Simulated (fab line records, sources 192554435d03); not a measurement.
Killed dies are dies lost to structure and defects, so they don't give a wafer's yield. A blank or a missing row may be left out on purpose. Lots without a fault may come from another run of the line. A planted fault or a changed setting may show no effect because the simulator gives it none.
Chamber matching | flow n5_finfet | N5_BEOL_M8_STRIP_19 on rie_diel-04: 4 sister chambers
The step strips in O2. 8 wafers are shown with their chamber, then 7 later ones without.

WAFERS WITH THEIR CHAMBER
wafer  | chamber | drypump_motor_current_A (A) | showerhead_plenum_p_Torr (Torr)
L083.2 | 2       | 5.4                         | 2.12
L083.6 | 1       | 5.4                         | 2.05
L085.1 | 1       | 5.4                         | 2.04
L087.2 | 2       | 5.4                         | 2.12
L087.4 | 3       | 5.6                         | 2.12
L087.5 | 0       | 5.8                         | 2.06
L091.1 | 3       | 5.6                         | 2.12
L091.3 | 0       | 5.7                         | 2.06

WAFERS WITHOUT THEIR CHAMBER
wafer  | drypump_motor_current_A (A) | showerhead_plenum_p_Torr (Torr)
L091.6 | 5.4                         | 2.04
L097.1 | 5.6                         | 2.11
L097.3 | 5.4                         | 2.11
L097.6 | 5.4                         | 2.11
L096.4 | 5.4                         | 2.11
L096.5 | 5.4                         | 2.11
L096.6 | 5.4                         | 2.03

WHICH CHAMBER EACH WENT THROUGH
wafer  | from the rows above | in truth
L091.6 | 1                   | 1
L097.1 | 3                   | 3
L097.3 | 2                   | 2
L097.6 | 2                   | 2
L096.4 | 2                   | 2
L096.5 | 2                   | 2
L096.6 | 1                   | 1
Placed correctly: 7 of 7. Can't be placed from these rows: 0. Placed wrongly: 0.
How it was worked out, from the rows above alone: a wafer's distance from a chamber is the root of the sum, over the readings, of the square of ((its reading less the chamber's mean) divided by the reading's scatter). The wafer belongs to the nearest chamber; if the next one is less than 2 further off, it can't be placed. A chamber's mean is the mean of its shown wafers. The scatter: the root of (the sum of the squares of (reading less its chamber's mean) over the shown wafers, divided by (wafers less chambers)).
